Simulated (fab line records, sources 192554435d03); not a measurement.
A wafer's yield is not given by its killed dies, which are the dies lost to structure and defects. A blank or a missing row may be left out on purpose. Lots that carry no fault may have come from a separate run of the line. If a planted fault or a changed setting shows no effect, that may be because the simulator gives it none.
Lot-split experiment :: flow n5 finfet :: on a route of 1938 steps: 7 lots, 39 wafers read

## THE SPLIT
At N5_BEOL_M11_ILD_DEP_00 (deposits SiCOH lowk from DEMS/porogen, target thk 308.51 nm, time 58 s), the setting target thk a was moved away from the recipe's 3085.1 angstrom on 12 of the 39 wafers read, by -53.1% to +45.7%. For the rest of the wafers, this setting stayed at what the recipe calls for.

## FROM SPLIT TO READING: 1 step shown by the file between the two
- N5_BEOL_M11_CURE_71: cures SiCOH lowk, time 240 s

## THE READING
Values of M11_ILD_THK in nm from N5_BEOL_M11_THK_MEAS_01. On this fab line, fault-free wafers typically give 268 nm with a standard deviation of 3.9 nm.

wafer: L079.1
tool, chamber at the split: pecvd-03, 0
target thk a as run, angstrom: 1446
against the recipe: -53.1%
M11_ILD_THK, nm: 118
against lot-mates on the recipe: -142

wafer: L079.2
tool, chamber at the split: pecvd-03, 1
target thk a as run, angstrom: 3085.1
against the recipe: recipe
M11_ILD_THK, nm: 260
against lot-mates on the recipe: -

wafer: L079.3
tool, chamber at the split: pecvd-03, 2
target thk a as run, angstrom: 3085.1
against the recipe: recipe
M11_ILD_THK, nm: 259
against lot-mates on the recipe: -

wafer: L079.4
tool, chamber at the split: pecvd-03, 0
target thk a as run, angstrom: 1446
against the recipe: -53.1%
M11_ILD_THK, nm: 120
against lot-mates on the recipe: -140

wafer: L079.5
tool, chamber at the split: pecvd-03, 2
target thk a as run, angstrom: 3085.1
against the recipe: recipe
M11_ILD_THK, nm: 262
against lot-mates on the recipe: -

wafer: L079.6
tool, chamber at the split: pecvd-03, 1
target thk a as run, angstrom: 1446
against the recipe: -53.1%
M11_ILD_THK, nm: 121
against lot-mates on the recipe: -139

wafer: L084.1
tool, chamber at the split: pecvd-03, 0
target thk a as run, angstrom: 3085.1
against the recipe: recipe
M11_ILD_THK, nm: 268
against lot-mates on the recipe: -

wafer: L084.2
tool, chamber at the split: pecvd-03, 1
target thk a as run, angstrom: 3085.1
against the recipe: recipe
M11_ILD_THK, nm: 267
against lot-mates on the recipe: -

wafer: L084.3
tool, chamber at the split: pecvd-03, 2
target thk a as run, angstrom: 4494
against the recipe: +45.7%
M11_ILD_THK, nm: 388
against lot-mates on the recipe: +120

wafer: L084.4
tool, chamber at the split: pecvd-03, 0
target thk a as run, angstrom: 4494
against the recipe: +45.7%
M11_ILD_THK, nm: 398
against lot-mates on the recipe: +130

wafer: L084.5
tool, chamber at the split: pecvd-03, 2
target thk a as run, angstrom: 4494
against the recipe: +45.7%
M11_ILD_THK, nm: 399
against lot-mates on the recipe: +131

wafer: L084.6
tool, chamber at the split: pecvd-03, 1
target thk a as run, angstrom: 3085.1
against the recipe: recipe
M11_ILD_THK, nm: 269
against lot-mates on the recipe: -

wafer: L089.1
tool, chamber at the split: pecvd-01, 0
target thk a as run, angstrom: 3085.1
against the recipe: recipe
M11_ILD_THK, nm: 272
against lot-mates on the recipe: -

wafer: L089.2
tool, chamber at the split: pecvd-01, 1
target thk a as run, angstrom: 1785
against the recipe: -42.1%
M11_ILD_THK, nm: 156
against lot-mates on the recipe: -116

wafer: L089.3
tool, chamber at the split: pecvd-01, 2
target thk a as run, angstrom: 3085.1
against the recipe: recipe
M11_ILD_THK, nm: 269
against lot-mates on the recipe: -

wafer: L089.4
tool, chamber at the split: pecvd-01, 2
target thk a as run, angstrom: 1785
against the recipe: -42.1%
M11_ILD_THK, nm: 160
against lot-mates on the recipe: -112

wafer: L089.5
tool, chamber at the split: pecvd-01, 0
target thk a as run, angstrom: 1785
against the recipe: -42.1%
M11_ILD_THK, nm: 159
against lot-mates on the recipe: -113

wafer: L089.6
tool, chamber at the split: pecvd-01, 1
target thk a as run, angstrom: 3085.1
against the recipe: recipe
M11_ILD_THK, nm: 275
against lot-mates on the recipe: -

wafer: L088.1
tool, chamber at the split: pecvd-04, 2
target thk a as run, angstrom: 3085.1
against the recipe: recipe
M11_ILD_THK, nm: 268
against lot-mates on the recipe: -

wafer: L088.2
tool, chamber at the split: pecvd-04, 1
target thk a as run, angstrom: 3085.1
against the recipe: recipe
M11_ILD_THK, nm: 269
against lot-mates on the recipe: -

wafer: L088.3
tool, chamber at the split: pecvd-04, 0
target thk a as run, angstrom: 3085.1
against the recipe: recipe
M11_ILD_THK, nm: 266
against lot-mates on the recipe: -

wafer: L088.4
tool, chamber at the split: pecvd-04, 2
target thk a as run, angstrom: 3085.1
against the recipe: recipe
M11_ILD_THK, nm: 271
against lot-mates on the recipe: -

wafer: L088.5
tool, chamber at the split: pecvd-04, 0
target thk a as run, angstrom: 3085.1
against the recipe: recipe
M11_ILD_THK, nm: 272
against lot-mates on the recipe: -

wafer: L088.6
tool, chamber at the split: pecvd-04, 1
target thk a as run, angstrom: 3085.1
against the recipe: recipe
M11_ILD_THK, nm: 274
against lot-mates on the recipe: -

wafer: L092.1
tool, chamber at the split: pecvd-03, 0
target thk a as run, angstrom: 3085.1
against the recipe: recipe
M11_ILD_THK, nm: 264
against lot-mates on the recipe: -

wafer: L092.2
tool, chamber at the split: pecvd-03, 1
target thk a as run, angstrom: 3085.1
against the recipe: recipe
M11_ILD_THK, nm: 266
against lot-mates on the recipe: -

wafer: L092.3
tool, chamber at the split: pecvd-03, 2
target thk a as run, angstrom: 3085.1
against the recipe: recipe
M11_ILD_THK, nm: 265
against lot-mates on the recipe: -

wafer: L092.4
tool, chamber at the split: pecvd-03, 0
target thk a as run, angstrom: 3085.1
against the recipe: recipe
M11_ILD_THK, nm: 267
against lot-mates on the recipe: -

wafer: L092.5
tool, chamber at the split: pecvd-03, 2
target thk a as run, angstrom: 3085.1
against the recipe: recipe
M11_ILD_THK, nm: 269
against lot-mates on the recipe: -

wafer: L092.6
tool, chamber at the split: pecvd-03, 1
target thk a as run, angstrom: 3085.1
against the recipe: recipe
M11_ILD_THK, nm: 270
against lot-mates on the recipe: -

wafer: L094.1
tool, chamber at the split: pecvd-04, 0
target thk a as run, angstrom: 3085.1
against the recipe: recipe
M11_ILD_THK, nm: 263
against lot-mates on the recipe: -

wafer: L094.4
tool, chamber at the split: pecvd-04, 1
target thk a as run, angstrom: 3085.1
against the recipe: recipe
M11_ILD_THK, nm: 269
against lot-mates on the recipe: -

wafer: L094.6
tool, chamber at the split: pecvd-04, 2
target thk a as run, angstrom: 3085.1
against the recipe: recipe
M11_ILD_THK, nm: 264
against lot-mates on the recipe: -

wafer: L096.1
tool, chamber at the split: pecvd-01, 1
target thk a as run, angstrom: 3085.1
against the recipe: recipe
M11_ILD_THK, nm: 269
against lot-mates on the recipe: -

wafer: L096.2
tool, chamber at the split: pecvd-01, 2
target thk a as run, angstrom: 2060
against the recipe: -33.2%
M11_ILD_THK, nm: 178
against lot-mates on the recipe: -91

wafer: L096.3
tool, chamber at the split: pecvd-01, 0
target thk a as run, angstrom: 3085.1
against the recipe: recipe
M11_ILD_THK, nm: 265
against lot-mates on the recipe: -

wafer: L096.4
tool, chamber at the split: pecvd-01, 2
target thk a as run, angstrom: 2060
against the recipe: -33.2%
M11_ILD_THK, nm: 182
against lot-mates on the recipe: -87

wafer: L096.5
tool, chamber at the split: pecvd-01, 0
target thk a as run, angstrom: 2060
against the recipe: -33.2%
M11_ILD_THK, nm: 181
against lot-mates on the recipe: -88

wafer: L096.6
tool, chamber at the split: pecvd-01, 1
target thk a as run, angstrom: 3085.1
against the recipe: recipe
M11_ILD_THK, nm: 273
against lot-mates on the recipe: -

THE FIT
A straight line over all 39 wafers: M11_ILD_THK changes by +2.73 nm for each +1% of target thk a; r = +1.00; the points scatter about the line by 4.3 nm.
The same after taking each lot's own level away (the mean of its wafers on the recipe; 39 wafers): +2.7 nm for each +1%; r = +1.00; scatter 2.8 nm.
On that fit, the largest move of target thk a shifts the reading by 1.4e+02 nm.
Across the lots, their own levels run from 260.3 to 272.0 nm, a range of 3.0 times the standard deviation given above.
So the lot-to-lot level changes the slope little: the two slopes agree.
Check: -143 nm against its lot-mates is what the line predicts for one of the wafers moved furthest among these (-53.1%) when that wafer is left out of the fit. It came out at -142 nm against them.

## THE WHOLE CHAIN: every reading that the file lists as answering this split, in the file's order
step: N5_BEOL_M11_ILD_DEP_00
what it does: deposits SiCOH lowk from DEMS/porogen, target thk 308.51 nm, time 58 s
reading: SiCOH_lowk_of_BEOL_M11_ILD_DEP_00.thk nm (the simulator's own value, which no gauge read)
change (the file's fit): +3.07 nm for each +1% of the setting
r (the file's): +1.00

step: N5_BEOL_M11_CURE_71
what it does: cures SiCOH lowk, time 240 s
reading: SiCOH_lowk_of_BEOL_M11_ILD_DEP_00.thk nm (the simulator's own value, which no gauge read)
change (the file's fit): +2.7 nm for each +1% of the setting
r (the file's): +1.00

step: N5_BEOL_M11_THK_MEAS_01
what it does: 
reading: M11_ILD_THK
change (the file's fit): +2.7 for each +1% of the setting
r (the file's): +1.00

## THE FILE'S OWN FIT
M11_ILD_THK changes by +2.7 nm for each +1% of target thk a, r = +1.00.
